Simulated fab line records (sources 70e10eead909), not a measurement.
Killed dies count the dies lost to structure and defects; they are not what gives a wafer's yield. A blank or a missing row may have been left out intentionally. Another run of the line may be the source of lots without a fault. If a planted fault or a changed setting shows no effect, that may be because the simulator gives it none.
A struck lot beside a sound one	flow nand harc	22 steps out of a route of 1302
Sound: these wafers, L650.1, L650.4, L650.6. Wafers L655.1, L655.2, L655.3 were the ones struck. The cause comes at the end.
Each step with rows lists, per side, the tool, then ch with its chambers, then its first start. Under that, the readings that differ: sound wafers	struck wafers	difference of the means	sigmas: that difference in standard deviations of wafers without a fault.
alike: same words and numbers on both sides, and readings whose means sit less than 2 such deviations apart. not compared: any withheld reading, any reading some wafer has no value for, any bound like >300 that may hide the same value, and any number with overlapping values for which the record gives no deviation.
Wherever a step has rows on one side only, a row that says differs or no value, or a row with sigmas, the two part there. Numbers that don't overlap but have no deviation are shown without sigmas and don't part them. Lack of a reading on every wafer of one side parts them only where that side has two or more wafers.

NHARC_A_BLC_CVD_24: deposits W, target thk 150 nm, time 434 s.
  sound on cvd w-01 ch 0,1; struck on cvd w-01 ch 0,1
  alike: heater power w, throttle valve pct
NHARC_A_BLC_CMP_25: polishes, t overpolish 30 s, target thk 150 nm.
  sound on cmp-02 ch 0,1, day 25 06:32; struck on cmp-03 ch 1,2,3, day 27 11:23
  alike: edge zone pressure frac, motor current A, overpolish run s, slurry filter dp kPa, time to endpoint s
following that, these wafers have no rows for 1 step: NHARC_A_BLC_SRD_27.
NHARC_A_BLC_INSPECT_28:
  sound: defect inspect-01 at day 25 06:55; struck: defect inspect-01 at day 27 11:45
  alike: raw defect count
then, 7 steps without rows for these wafers: NHARC_A_M0_DEP_00 (deposits SiOC, target thk 150 nm); NHARC_A_M0_DEHYDRATE_01 (time 120 s); NHARC_A_M0_HMDS_02 (time 30 s); NHARC_A_M0_COAT_33 (time 65 s); NHARC_A_M0_COAT_03 (resist thk 90 nm); NHARC_A_M0_SOFTBAKE_04 (time 55 s); NHARC_A_M0_EBR_05.
NHARC_A_M0_EXPOSE_06: exposes mask A M0, target cd 80 nm.
  sound on arfi scanner-03 ch 0, day 25 07:34; struck on arfi scanner-02 ch 0, day 27 12:23
reading	sound	struck	difference	sigmas
exposure dose mJ cm2	83.30 83.38 83.23	101.74 101.59 101.57	+18.33	+99 or more
  alike: mask
then, 2 steps without rows for these wafers: NHARC_A_M0_PEB_07 (peb time 65 s); NHARC_A_M0_DEVELOP_08 (develop time 35 s).
NHARC_A_M0_CD_MEAS_09: the cd target is 80 nm.
  sound on cd sem-02 ch 0, day 25 07:42; struck on cd sem-01 ch 0, day 27 12:32
reading	sound	struck	difference	sigmas
cd nm (nm)	79.2 80.4 79.3	92.5 92.7 92.7	+13.0	+23
NHARC_A_M0_OVL_MEAS_10: pitch 160 nm.
  sound: overlay-02 at day 25 07:47; struck: overlay-02 at day 27 12:37
  alike: overlay x nm, overlay y nm
NHARC_A_M0_INSPECT_11:
  sound: defect inspect-01 at day 25 07:49; struck: defect inspect-01 at day 27 12:39
  alike: raw defect count
NHARC_A_M0_DESCUM_14: chemistry O2, time 3 s.
  sound on rie diel-12 ch 0,1, day 25 07:53; struck on rie diel-10 ch 0,1,2, day 27 12:43
reading	sound	struck	difference	sigmas
model.A_M0.cd nm (nm)	78.79 80.91 80.23	91.51 92.25 92.65	+12.16	
  alike: drypump motor current A, oes product au, rf vpp V, showerhead plenum p Torr, throttle valve pct
  not compared: rf hours counter h
NHARC_A_M0_ETCH_34: etches the open film in N2/H2, target depth 40 nm, overetch 12 nm, time 43.94 s.
  sound on rie diel-12 ch 1,2,3, day 25 07:58; struck on rie diel-10 ch 0,1,3, day 27 12:48
  alike: drypump motor current A, n2 flow sccm, oes product au, rf vpp V, showerhead plenum p Torr, throttle valve pct
  not compared: rf hours counter h
NHARC_A_M0_ETCH_15: etches the open film in C4F8/Ar, target depth 150 nm, overetch 15 nm, time 82.5 s.
  sound on rie diel-12 ch 0,2; struck on rie diel-10 ch 0,1,2
reading	sound	struck	difference	sigmas
model.A_M0.cd nm (nm)	78.96 81.12 79.89	91.18 91.64 92	+11.62	
  alike: oes product au, rf vpp V
  not compared: rf hours counter h
NHARC_A_M0_CD_MEAS_16:
  sound: cd sem-01 at day 25 08:11; struck: cd sem-01 at day 27 13:01
reading	sound	struck	difference	sigmas
cd nm (nm)	79.1 80.9 79.4	91.4 92.1 92.2	+12.1	+14
NHARC_END_SORT_01:
  the record has rows for the sound wafers here (prober-01 ch 0, day 26 23:53) and none for the struck ones

## WHERE THEY PART
At NHARC_A_M0_EXPOSE_06 first; at NHARC_END_SORT_01 last (within this record only).

WHY: what the simulator had put in
Process parameter drift: arfi scanner-02, from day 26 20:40 on, at NHARC_A_M0_EXPOSE_06. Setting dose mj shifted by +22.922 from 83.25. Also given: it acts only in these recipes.
